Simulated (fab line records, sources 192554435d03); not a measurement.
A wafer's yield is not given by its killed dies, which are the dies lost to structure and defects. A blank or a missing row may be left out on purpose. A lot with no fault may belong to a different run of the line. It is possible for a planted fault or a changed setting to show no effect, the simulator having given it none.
Comparing a struck lot with a sound one | flow n5-finfet | 26 steps out of a route of 1938
Sound: wafers L642.2, L642.3, L642.5. The struck wafers were L655.2, L655.3, L655.6. The cause is named last.
Per side, at each step with rows, come the tool, then ch with its chambers, and then its first start. Under that, the readings that differ: sound wafers | struck wafers | difference of the means | sigmas: that difference in standard deviations of wafers without a fault.
alike: readings whose means differ by less than 2 such deviations, and words and numbers that are the same on both sides. not compared: withheld readings, readings that some wafer has no value for, bounds like >300 that may hide the same value, and numbers for which the record gives no deviation and whose values overlap.
Wherever a step has rows on one side only, a row that says differs or no value, or a row with sigmas, the two part there. Non-overlapping numbers with no deviation appear without sigmas and do not part them. Lack of a reading on every wafer of one side parts them only where that side has two or more wafers.

first, 1 step without rows for these wafers: N5_ILD0_CURE_02 (time 1800 s).
N5_ILD0_CMP_03: polishes, stops on SiNx, t overpolish 1.9 s, target thk 197.38 nm.
  sound on cmp-03 ch 0,1, day 4 10:43; struck on cmp-04 ch 0,2, day 7 11:26
  alike: motor-current-A, overpolish-run-s, slurry-filter-dp-kPa, time-to-endpoint-s
N5_ILD0_THK_MEAS_04:
  sound on film-metro-01 at day 4 11:01; struck on film-metro-02 at day 7 11:41
  alike: thk-nm
N5_ILD0_CMP_07: polishes SiO2 flowable, stops on poly-Si, t overpolish 1.18 s, target thk 138.88 nm.
  sound on cmp-03 ch 0,2,3, day 4 11:02; struck on cmp-04 ch 0,1,3, day 7 11:47
  alike: motor-current-A, slurry-filter-dp-kPa
N5_ILD0_THK_MEAS_08:
  sound on film-metro-01 at day 4 11:20; struck on film-metro-02 at day 7 12:01
  alike: thk-nm
then, 1 step without rows for these wafers: N5_ILD0_PRECLEAN_10 (cleans in NF3:NH3, afs cycles 5, time 20 s, sublimation time 60 s).
N5_ILD0_ALD_15: deposits SiNx, target thk 24 nm, pulse time 1 s, ald cycles 480.
  sound on ald-sin-03 ch 0,2, day 4 12:18; struck on ald-sin-01 ch 1,2,3, day 7 12:43
  alike: heater-power-w, precursor-pulse-height-rel
N5_ILD0_CMP_12: polishes SiNx, stops on poly-Si, t overpolish 6 s, target thk 17.67 nm.
  sound on cmp-01 ch 0,1, day 4 14:32; struck on cmp-04 ch 0,1,2, day 7 14:58
  alike: motor-current-A, overpolish-run-s, slurry-filter-dp-kPa, time-to-endpoint-s
N5_ILD0_THK_MEAS_13:
  sound on film-metro-02 at day 4 14:48; struck on film-metro-01 at day 7 15:13
  alike: thk-nm
N5_ILD0_INSPECT_06: inspects for defects (darkfield).
  sound on defect-inspect-01 at day 4 14:50; struck on defect-inspect-01 at day 7 15:14
  alike: raw-defect-count
then, 2 steps without rows for these wafers: N5_SDB_HM_DEP_00 (deposits SiNx from SiH4/NH3/N2, target thk 40 nm, time 35.3 s); N5_SDB_COAT_03 (time 60 s, resist thk 100 nm).
N5_SDB_COAT_04: time 60 s, resist thk 18 nm.
  sound on litho-track-01 ch 0, day 4 14:57; struck on litho-track-01 ch 0, day 7 15:22
  reading              | sound                | struck               | difference | sigmas
  spin-speed-rpm (rpm) | 1498.8 1503.6 1499.9 | 1461.5 1462.9 1461.9 | -38.7      | -35
  alike: exhaust-pa
then, 6 steps without rows for these wafers: N5_SDB_COAT_05 (resist thk 90 nm); N5_SDB_EBR_07; N5_SDB_SOFTBAKE_06 (time 60 s); N5_SDB_EXPOSE_08 (exposes mask SDB); N5_SDB_PEB_09 (peb time 60 s); N5_SDB_DEVELOP_10 (develop time 30 s).
N5_SDB_CD_MEAS_11 targets a cd of 50 nm.
  sound on cd-sem-01 ch 0, day 4 15:11; struck on cd-sem-03 ch 0, day 7 15:44
  alike: cd-nm
N5_SDB_OVL_MEAS_12:
  sound on overlay-02 ch 0, day 4 15:13; struck on overlay-01 ch 0, day 7 15:46
  alike: SDB_OVL
N5_SDB_INSPECT_13: inspects for defects (brightfield).
  sound on defect-inspect-02 at day 4 15:14; struck on defect-inspect-01 at day 7 15:47
  alike: raw-defect-count
then, 1 step without rows for these wafers: N5_SDB_DESCUM_16 (chemistry O2, time 7.9 s).
N5_SDB_ETCH_17: etches SiARC in CF4, target depth 23.4 nm, time 39 s.
  sound on rie-diel-04 ch 0,2,3, day 4 15:40; struck on rie-diel-02 ch 2,3, day 7 16:04
  reading                  | sound             | struck           | difference | sigmas
  model.etch.depth-nm (nm) | 18.01 17.95 17.97 | 18.23 18.22 18.2 | +0.24      |
  alike: drypump-motor-current-A, etch-rf-on-time-s, oes-product-au, rf-vpp-V, showerhead-plenum-p-Torr, throttle-valve-pct
  not compared: rf-hours-counter-h
N5_SDB_ETCH_18: etches SOC in N2/H2, target depth 100 nm, overetch 20 nm, time 150 s.
  sound on rie-diel-04 ch 0,2,3, day 4 15:43; struck on rie-diel-02 ch 2,3, day 7 16:06
  alike: drypump-motor-current-A, n2-flow-sccm, oes-product-au, rf-vpp-V, showerhead-plenum-p-Torr, temp-c, throttle-valve-pct
  not compared: rf-hours-counter-h
-- the record jumps here: 9 days lie between the struck wafers' starts before and after (it left off in module SDB and takes up again in module PASSIVATION, whose first step shown is number 1936 of the route) --
N5_PASSIVATION_PROBE_49:
  record: rows for the struck wafers here (prober-01, day 16 14:46), none for the sound ones

== WHERE THEY PART ==
Earliest at N5_SDB_COAT_04; latest, in this record, at N5_PASSIVATION_PROBE_49.

WHY: whatever the simulator had introduced
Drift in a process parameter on litho-track-01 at N5_SDB_COAT_04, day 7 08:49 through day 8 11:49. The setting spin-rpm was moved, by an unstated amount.
